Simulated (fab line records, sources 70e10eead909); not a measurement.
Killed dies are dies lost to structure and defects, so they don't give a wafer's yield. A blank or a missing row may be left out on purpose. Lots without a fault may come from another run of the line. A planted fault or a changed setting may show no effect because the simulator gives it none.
Chamber matching | flow nand_harc | NHARC_A_CHANNEL_FILL_D1_ALD_14 on ald_hk-02: 4 sister chambers
The step deposits SiO2, target thk 2.5 nm, pulse time 10 s, ald cycles 25. 4 wafers are shown with their chamber, then 8 later ones without.

WAFERS WITH THEIR CHAMBER
wafer  | chamber | heater_power_w (W)
L085.1 | 2       | 374
L085.6 | 1       | 483
L089.5 | 3       | 457
L088.1 | 0       | 587

WAFERS WITHOUT THEIR CHAMBER
wafer  | heater_power_w (W)
L088.4 | 451
L088.5 | 491
L090.2 | 586
L090.3 | 377
L090.6 | 434
L095.2 | 575
L095.3 | 518
L095.6 | 505

WHICH CHAMBER EACH WENT THROUGH
wafer  | from the rows above          | in truth
L088.4 | can't be placed: 3 or 1      | 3
L088.5 | can't be placed: 1 or 3      | 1
L090.2 | 0                            | 0
L090.3 | 2                            | 2
L090.6 | can't be placed: 3 or 1      | 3
L095.2 | 0                            | 0
L095.3 | can't be placed: 1 or 3 or 0 | 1
L095.6 | can't be placed: 1 or 3      | 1
Placed correctly: 3 of 8. Can't be placed from these rows: 5 (the true chamber is among the candidates in 5). Placed wrongly: 0.
How it was worked out, from the rows above alone: a wafer's distance from a chamber is the root of the sum, over the readings, of the square of ((its reading less the chamber's mean) divided by the reading's scatter). The wafer belongs to the nearest chamber; if the next one is less than 2 further off, it can't be placed. A chamber's mean is the mean of its shown wafers. The scatter: with one shown wafer a chamber, the root of the mean of the squares of how far each hidden wafer lies from its nearest shown one.
